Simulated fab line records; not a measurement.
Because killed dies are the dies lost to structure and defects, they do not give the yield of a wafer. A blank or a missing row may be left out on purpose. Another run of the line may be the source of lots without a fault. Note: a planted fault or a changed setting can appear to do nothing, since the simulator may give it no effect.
fab line records -- flow nandHarc -- part 2 of 2: steps 25 to 35 of 35
[record] lots = 5, wafers = 15, lastDay = 23
route steps=1159 shown A_WL_FILL@817 A_CONTACT@840
lots that met no fault: taken from a fault-free run of the same line
startH: start of the lot's first displayed wafer, in hours after the record's first day -- waitH: hours from the lot's prior step to this one -- " the same as in the row above -- L1.1+2: a single row standing in for several wafers -- - value missing, or start not given -- * or withheld: withheld -- < > ~ a bound
route shown NAME@n: NAME is a module with steps in the file, n the number in the route of the first one -- usual: the fault-free wafers' mean and standard deviation -- same: alike in all rows -- chamber/n: place in a boat -- sites: the reading at each site -- _std_site: standard deviation of those values -- _edge_site: inner sites' mean taken away from outer sites' mean -- radiusMm: for every site, how far away it sits from the centre of the wafer -- mask NAME#n: copy n -- behind: the last tool/chamber to shape the wafer -- hold: cause of the lot's hold/its duration in hours/its outcome -- device: the n, p or np transistor that did not switch -- end of line: the same wafers' tests at the end of the route -- a step with no rows: only its recipe -- killed: at the first sort, the dies lost to defects and structure; wafer yield is something else -- map: dies across one wafer; x = killed, . = not, _ = none there
set.NAME: the setting that was run; set.NAME@STEP: the one run at that earlier step -- model.NAME: the simulator's own value behind a step, which no gauge read
a table for each step, a row for each wafer; lots at some steps of the route
services: a tool's chamber out of use, with start hour (startH, from the record's first day; less than 0 if before it), hours out, and reason
[[steps]]
[step NHARC_A_CONTACT_COAT_34]
[recipe] tempC = 260, timeS = 75
[usual] plateTempC = 259.99/0.17, resistLineTempC = 22.99/0.11
[same] timeS = 75
lot.wafer,tool,chamber,startH,waitH,plateTempC,resistLineTempC
L078.1,lithoTrack-01,0,-,-,260.24,22.95
L078.2,lithoTrack-01,0,-,-,259.78,22.81
L078.6,lithoTrack-01,0,-,-,259.82,22.88
L081.2,lithoTrack-01,0,-,-,259.62,23.03
L081.3,lithoTrack-01,0,-,-,259.79,23.12
L081.5,lithoTrack-01,0,-,-,259.88,23.08
L083.1,lithoTrack-06,0,-,-,259.97,22.91
L083.3,lithoTrack-06,0,-,-,260.01,22.86
L083.6,lithoTrack-06,0,-,-,259.96,22.97
L084.2,lithoTrack-04,0,-,-,260.36,22.93
L084.3,lithoTrack-04,0,-,-,260.01,23.20
L084.5,lithoTrack-04,0,-,-,260.14,22.98
L091.1,lithoTrack-01,0,-,-,259.73,23.04
L091.3,lithoTrack-01,0,-,-,260.03,22.94
L091.5,lithoTrack-01,0,-,-,260.09,22.99
[step NHARC_A_CONTACT_COAT_35]
[recipe] tempC = 225, timeS = 65
[usual] plateTempC = 225.01/0.17, resistLineTempC = 23.01/0.11
[same] timeS = 65
lot.wafer,tool,chamber,startH,waitH,plateTempC,resistLineTempC
L078.1,lithoTrack-01,0,-,-,224.82,23.02
L078.2,lithoTrack-01,0,-,-,224.90,22.94
L078.6,lithoTrack-01,0,-,-,225.19,23.09
L081.2,lithoTrack-01,0,-,-,225.34,22.89
L081.3,lithoTrack-01,0,-,-,224.96,22.89
L081.5,lithoTrack-01,0,-,-,224.88,22.98
L083.1,lithoTrack-06,0,-,-,225.03,22.91
L083.3,lithoTrack-06,0,-,-,225.06,23.03
L083.6,lithoTrack-06,0,-,-,224.85,23.11
L084.2,lithoTrack-04,0,-,-,225.37,22.94
L084.3,lithoTrack-04,0,-,-,224.97,23.12
L084.5,lithoTrack-04,0,-,-,225.12,23.11
L091.1,lithoTrack-01,0,-,-,225.03,23.06
L091.3,lithoTrack-01,0,-,-,224.92,22.92
L091.5,lithoTrack-01,0,-,-,225.09,22.89
[step NHARC_A_CONTACT_COAT_36]
[recipe] spinRpm = 1500, resistThkNm = 90
[usual] resistLineTempC = 22.98/0.11
lot.wafer,tool,chamber,startH,waitH,resistLineTempC
L078.1,lithoTrack-01,0,-,-,22.99
L078.2,lithoTrack-01,0,-,-,23.02
L078.6,lithoTrack-01,0,-,-,23.01
L081.2,lithoTrack-01,0,-,-,22.84
L081.3,lithoTrack-01,0,-,-,22.87
L081.5,lithoTrack-01,0,-,-,22.80
L083.1,lithoTrack-06,0,-,-,22.91
L083.3,lithoTrack-06,0,-,-,22.98
L083.6,lithoTrack-06,0,-,-,22.96
L084.2,lithoTrack-04,0,-,-,22.91
L084.3,lithoTrack-04,0,-,-,22.85
L084.5,lithoTrack-04,0,-,-,22.83
L091.1,lithoTrack-01,0,-,-,22.98
L091.3,lithoTrack-01,0,-,-,22.75
L091.5,lithoTrack-01,0,-,-,22.95
[step NHARC_A_CONTACT_SOFTBAKE_37]
[recipe] tempC = 105, timeS = 55
[usual] plateTempC = 104.99/0.13, resistLineTempC = 23.00/0.12
[same] timeS = 55
lot.wafer,tool,chamber,startH,waitH,plateTempC,resistLineTempC
L078.1,lithoTrack-01,0,-,-,105.02,22.93
L078.2,lithoTrack-01,0,-,-,104.88,22.88
L078.6,lithoTrack-01,0,-,-,105.04,23.07
L081.2,lithoTrack-01,0,-,-,104.88,22.93
L081.3,lithoTrack-01,0,-,-,105.08,22.97
L081.5,lithoTrack-01,0,-,-,104.84,22.99
L083.1,lithoTrack-06,0,-,-,105.08,23.04
L083.3,lithoTrack-06,0,-,-,105.10,23.11
L083.6,lithoTrack-06,0,-,-,105.04,23.23
L084.2,lithoTrack-04,0,-,-,104.92,23.03
L084.3,lithoTrack-04,0,-,-,104.87,23.01
L084.5,lithoTrack-04,0,-,-,104.83,23.12
L091.1,lithoTrack-01,0,-,-,105.10,23.07
L091.3,lithoTrack-01,0,-,-,105.08,23.32
L091.5,lithoTrack-01,0,-,-,104.93,23.11
[step NHARC_A_CONTACT_EBR_38]
[usual] resistLineTempC = 23.01/0.099
lot.wafer,tool,chamber,startH,waitH,resistLineTempC
L078.1,lithoTrack-01,0,-,-,23.22
L078.2,lithoTrack-01,0,-,-,23.21
L078.6,lithoTrack-01,0,-,-,23.14
L081.2,lithoTrack-01,0,-,-,22.79
L081.3,lithoTrack-01,0,-,-,22.96
L081.5,lithoTrack-01,0,-,-,23.06
L083.1,lithoTrack-06,0,-,-,23.03
L083.3,lithoTrack-06,0,-,-,22.81
L083.6,lithoTrack-06,0,-,-,22.86
L084.2,lithoTrack-04,0,-,-,23.05
L084.3,lithoTrack-04,0,-,-,23.08
L084.5,lithoTrack-04,0,-,-,23.24
L091.1,lithoTrack-01,0,-,-,22.98
L091.3,lithoTrack-01,0,-,-,22.80
L091.5,lithoTrack-01,0,-,-,22.93
[step NHARC_A_CONTACT_EXPOSE_39]
[recipe] na = 1.35, sigmaOuter = 0.8, doseMj = 58.79, maskId = A_CC_3
[same] na = 1.35
lot.wafer,tool,chamber,startH,waitH,mask
L078.1+2+6,arfiScanner-03,0,379.06,-,A_CC_3#0
L081.2+3+5,arfiScanner-02,0,404.56,-,A_CC_3#0
L083.1+3+6,arfiScanner-02,0,419.19,-,A_CC_3#0
L084.2+3+5,arfiScanner-02,0,421.95,-,A_CC_3#0
L091.1+3+5,arfiScanner-01,0,466.46,-,A_CC_3#0
[step NHARC_A_CONTACT_PEB_40]
[recipe] pebTempC = 100, pebTimeS = 65
[usual] plateTempC = 100.02/0.14, resistLineTempC = 23.00/0.11
lot.wafer,tool,chamber,startH,waitH,plateTempC,resistLineTempC
L078.1,lithoTrack-01,0,379.12,0.1,99.95,22.88
L078.2,lithoTrack-01,0,379.12,0.1,100.12,23.08
L078.6,lithoTrack-01,0,379.12,0.1,100.14,22.90
L081.2,lithoTrack-06,0,404.62,0.1,99.78,22.93
L081.3,lithoTrack-06,0,404.62,0.1,99.87,22.97
L081.5,lithoTrack-06,0,404.62,0.1,99.73,23.10
L083.1,lithoTrack-01,0,419.25,0.1,100.24,22.91
L083.3,lithoTrack-01,0,419.25,0.1,100.05,22.97
L083.6,lithoTrack-01,0,419.25,0.1,100.03,22.80
L084.2,lithoTrack-06,0,422.01,0.1,100.15,23.10
L084.3,lithoTrack-06,0,422.01,0.1,100.19,23.05
L084.5,lithoTrack-06,0,422.01,0.1,100.17,22.94
L091.1,lithoTrack-01,0,466.52,0.1,99.92,22.95
L091.3,lithoTrack-01,0,466.52,0.1,100.18,22.77
L091.5,lithoTrack-01,0,466.52,0.1,99.78,22.90
[step NHARC_A_CONTACT_DEVELOP_41]
[recipe] developTimeS = 35, devTempC = 23
[usual] resistLineTempC = 23.03/0.11
lot.wafer,tool,chamber,startH,waitH,resistLineTempC
L078.1,lithoTrack-01,0,-,-,23.11
L078.2,lithoTrack-01,0,-,-,23.10
L078.6,lithoTrack-01,0,-,-,22.94
L081.2,lithoTrack-06,0,-,-,22.92
L081.3,lithoTrack-06,0,-,-,22.95
L081.5,lithoTrack-06,0,-,-,22.86
L083.1,lithoTrack-01,0,-,-,22.85
L083.3,lithoTrack-01,0,-,-,22.81
L083.6,lithoTrack-01,0,-,-,22.89
L084.2,lithoTrack-06,0,-,-,22.95
L084.3,lithoTrack-06,0,-,-,23.15
L084.5,lithoTrack-06,0,-,-,23.14
L091.1,lithoTrack-01,0,-,-,23.06
L091.3,lithoTrack-01,0,-,-,23.03
L091.5,lithoTrack-01,0,-,-,22.98
[step NHARC_A_CONTACT_CD_MEAS_42]
[recipe] targetCdNm = 200, landingEnergyEv = 500
[usual] cdNm = 200.0/0.42
lot.wafer,tool,chamber,startH,waitH,cdNm
L078.1,cdSem-02,0,379.20,-,199.9
L078.2,cdSem-02,0,379.20,-,200.3
L078.6,cdSem-02,0,379.20,-,200.1
L081.2,cdSem-01,0,404.70,-,199.9
L081.3,cdSem-01,0,404.70,-,199.8
L081.5,cdSem-01,0,404.70,-,199.9
L083.1,cdSem-03,0,419.33,-,200.1
L083.3,cdSem-03,0,419.33,-,200.1
L083.6,cdSem-03,0,419.33,-,199.9
L084.2,cdSem-02,0,422.09,-,200.6
L084.3,cdSem-02,0,422.09,-,200.1
L084.5,cdSem-02,0,422.09,-,200.5
L091.1,cdSem-01,0,466.60,-,200.7
L091.3,cdSem-01,0,466.60,-,199.8
L091.5,cdSem-01,0,466.60,-,200.4
[step NHARC_A_CONTACT_OVL_MEAS_43]
[usual] overlayXNm = -0.2/0.66, overlayYNm = 0.2/0.86
lot.wafer,tool,chamber,startH,waitH,overlayXNm,overlayYNm
L078.1,overlay-02,-,379.29,-,-1.6,0.4
L078.2,overlay-02,-,379.29,-,-1.6,-0.1
L078.6,overlay-02,-,379.29,-,-1.3,-0.1
L081.2,overlay-01,-,404.78,-,-0.1,-1.0
L081.3,overlay-01,-,404.78,-,-0.7,-1.2
L081.5,overlay-01,-,404.78,-,0.2,-0.7
L083.1,overlay-02,-,419.41,-,0.6,1.4
L083.3,overlay-02,-,419.41,-,0.9,1.9
L083.6,overlay-02,-,419.41,-,0.3,2.1
L084.2,overlay-01,-,422.17,-,0.0,-0.2
L084.3,overlay-01,-,422.17,-,-0.2,-0.5
L084.5,overlay-01,-,422.17,-,-0.1,-0.1
L091.1,overlay-01,-,466.68,-,-1.1,-1.6
L091.3,overlay-01,-,466.68,-,-1.1,-1.7
L091.5,overlay-01,-,466.68,-,-0.6,-2.0
[step NHARC_A_CONTACT_INSPECT_44]
[usual] rawDefectCount = 26/14
lot.wafer,tool,chamber,startH,waitH,rawDefectCount
L078.1,defectInspect-02,-,379.33,0.0,3
L078.2,defectInspect-02,-,379.33,0.0,8
L078.6,defectInspect-02,-,379.33,0.0,6
L081.2,defectInspect-01,-,404.82,0.0,19
L081.3,defectInspect-01,-,404.82,0.0,8
L081.5,defectInspect-01,-,404.82,0.0,11
L083.1,defectInspect-01,-,419.45,0.0,10
L083.3,defectInspect-01,-,419.45,0.0,19
L083.6,defectInspect-01,-,419.45,0.0,18
L084.2,defectInspect-02,-,422.21,0.0,36
L084.3,defectInspect-02,-,422.21,0.0,34
L084.5,defectInspect-02,-,422.21,0.0,38
L091.1,defectInspect-01,-,466.72,0.0,55
L091.3,defectInspect-01,-,466.72,0.0,46
L091.5,defectInspect-01,-,466.72,0.0,53
[[services]]
tool,chamber,startH,hours,kind
rieDiel-02,-,327.70,9.0,pm
cmp-02,-,329.24,1.1,repair
rieMetal-01,-,332.00,9.0,pm
pecvd-02,-,334.28,13.0,pm
cmp-01,-,344.03,1.0,repair
arfiScanner-02,-,348.07,3.8,repair
aclDep-02,-,348.57,13.0,pm
pecvd-04,0,348.76,6.6,repair
rieSi-04,0,355.85,14.6,repair
rieSi-06,-,360.00,9.0,pm
aldHk-04,-,361.80,0.9,repair
pecvd-04,-,376.10,13.0,pm
rieDiel-03,-,392.30,9.0,pm
wetBench-03,-,401.97,1.9,repair
pecvd-04,-,421.00,1.4,repair
aldMetal-01,2,424.78,27.9,repair
wetBench-03,-,427.23,3.6,repair
arfiScanner-02,-,428.00,4.0,pm
pecvd-03,-,442.50,0.2,repair
lithoTrack-01,-,443.00,7.0,pm
wetBench-07,-,448.00,8.0,pm
pecvd-04,-,448.93,0.4,repair
aldMetal-01,-,458.00,10.0,pm
furnace-01,-,465.21,2.0,repair
